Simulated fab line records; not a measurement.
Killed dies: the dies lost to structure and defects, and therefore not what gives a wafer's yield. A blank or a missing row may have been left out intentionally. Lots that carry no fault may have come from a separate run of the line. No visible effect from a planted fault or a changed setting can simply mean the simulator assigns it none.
Comparing a struck lot with a sound one    flow nand harc    40 steps out of a route of 1302
Sound: the wafers L741.1, L741.4, L741.5. The struck wafers were L748.1, L748.2, L748.3. The cause is given at the end.
Order at every step that has rows: each side's tool, ch and its chambers, its first start. Under that, the readings that differ: sound wafers    struck wafers    difference of the means    sigmas: that difference in standard deviations of wafers without a fault.
alike: same words and numbers on both sides, and readings whose means sit less than 2 such deviations apart. not compared: any withheld reading, any reading some wafer has no value for, any bound like >300 that may hide the same value, and any number with overlapping values for which the record gives no deviation.
A row with sigmas, a row that says differs or no value, or rows on one side alone: a step with any of these is where the two part. Numbers that don't overlap but have no deviation are shown without sigmas and don't part them. A reading that every wafer of one side lacks parts them only if that side has two wafers or more.

first, 9 steps without rows for these wafers: NHARC_A_CONTACT_COAT_62 (time 65 s); NHARC_A_CONTACT_COAT_63 (resist thk 90 nm); NHARC_A_CONTACT_SOFTBAKE_64 (time 55 s); NHARC_A_CONTACT_EBR_65; NHARC_A_CONTACT_EXPOSE_66 (exposes mask A CC 2); NHARC_A_CONTACT_PEB_67 (peb time 65 s); NHARC_A_CONTACT_DEVELOP_68 (develop time 35 s); NHARC_A_CONTACT_DESCUM_74 (chemistry O2, time 3 s); NHARC_A_CONTACT_ETCH_75 (etches the open film in CF4, target depth 39 nm, time 65 s).
NHARC_A_CONTACT_ETCH_76: etches the open film in N2/H2, target depth 260 nm, time 475.3 s.
  sound on rie diel-09 ch 0,1,2, day 27 01:04; struck on rie diel-09 ch 1,2,3, day 29 13:33
  alike: drypump motor current A, oes product au, rf fwd power W, rf vpp V, showerhead plenum p Torr, throttle valve pct
  not compared: rf hours counter h
then, 28 steps without rows for these wafers: NHARC_A_CONTACT_ETCH_77 (etches the open film in CF4/CHF3, target depth 108.9 nm, time 54.5 s); NHARC_A_CONTACT_ETCH_78 (etches the open film in O2/COS, target depth 5300 nm, time 1378 s); NHARC_A_CONTACT_ETCH_124 (etches the open film in C4F8/O2/Ar, time 140 s, target depth 700 nm); NHARC_A_CONTACT_ETCH_125 (etches the open film in C4F8/O2/Ar, time 197 s, target depth 1918 nm); NHARC_A_CONTACT_ETCH_126 (etches the open film in C4F8/O2/Ar, time 197 s, target depth 1918 nm); NHARC_A_CONTACT_ETCH_127 (etches the open film in C4F8/O2/Ar, time 197 s, target depth 1918 nm); NHARC_A_CONTACT_ETCH_128 (etches the open film in C4F8/O2/Ar, time 197 s, target depth 1918 nm); NHARC_A_CONTACT_ETCH_129 (etches the open film in C4F8/O2/Ar, time 197 s, target depth 1918 nm); NHARC_A_CONTACT_ETCH_130 (etches the open film in C4F8/O2/Ar, time 197 s, target depth 1918 nm); NHARC_A_CONTACT_ETCH_131 (etches the open film in C4F8/O2/Ar, time 197 s, target depth 1918 nm); NHARC_A_CONTACT_ETCH_132 (etches the open film in C4F8/O2/Ar, time 197 s, target depth 1924 nm); NHARC_A_CONTACT_ETCH_133 (etches the open film in C4F8/O2/Ar, time 374 s, target depth 1610 nm); NHARC_A_CONTACT_ETCH_91 (etches the open film in CH3F/O2, target depth 40 nm, time 85.7 s); NHARC_A_CONTACT_ETCH_97 (etches the open film in C4F6/O2, target depth 20 nm, time 10 s); NHARC_A_CONTACT_STRIP_103 (strips in N2/H2); NHARC_A_CONTACT_STRIP_104 (strips in CF4/CHF3); NHARC_A_CONTACT_STRIP_105 (strips in O2/COS); NHARC_A_CONTACT_ETCH_106 (etches the open film in CF4/O2, target depth 90 nm, overetch 9 nm, time 49.5 s); NHARC_A_CONTACT_STRIP_82 (strips in O2); NHARC_A_CONTACT_STRIP_83 (strips in post etch residue remover, time 600 s); NHARC_A_CONTACT_DEP_84 (deposits aC, target thk 2800 nm); NHARC_A_CONTACT_DEP_85 (deposits SiON, target thk 60 nm); NHARC_A_CONTACT_DEHYDRATE_00 (time 120 s); NHARC_A_CONTACT_HMDS_01 (time 30 s); NHARC_A_CONTACT_COAT_86 (time 75 s); NHARC_A_CONTACT_COAT_87 (time 65 s); NHARC_A_CONTACT_COAT_02 (resist thk 90 nm); NHARC_A_CONTACT_SOFTBAKE_03 (time 55 s).
NHARC_A_CONTACT_DESCUM_13: chemistry O2, time 3 s.
  sound on rie diel-09 ch 0,1, day 27 13:18; struck on rie diel-02 ch 0,1,2, day 30 05:15
reading  sound  struck                                                                      difference                    sigmas
hold     - - -  await dispo/5.9h/release await dispo/5.9h/release await dispo/5.9h/release  no value on the sound wafers  
  alike: drypump motor current A, oes product au, rf vpp V, showerhead plenum p Torr, throttle valve pct
  not compared: rf hours counter h
-- break in the record here, with 3 days between the starts of the struck wafers on either side (left off in module A_CONTACT, picked up again in module END, where the first step shown is number 1302 on the route) --
NHARC_END_SORT_01:
  here the record holds rows for the struck wafers (prober-02 ch 0, day 33 03:11) but none for the sound ones

## WHERE THEY PART
First at NHARC_A_CONTACT_DESCUM_13; last, within this record, at NHARC_END_SORT_01.

WHY: whatever the simulator had introduced
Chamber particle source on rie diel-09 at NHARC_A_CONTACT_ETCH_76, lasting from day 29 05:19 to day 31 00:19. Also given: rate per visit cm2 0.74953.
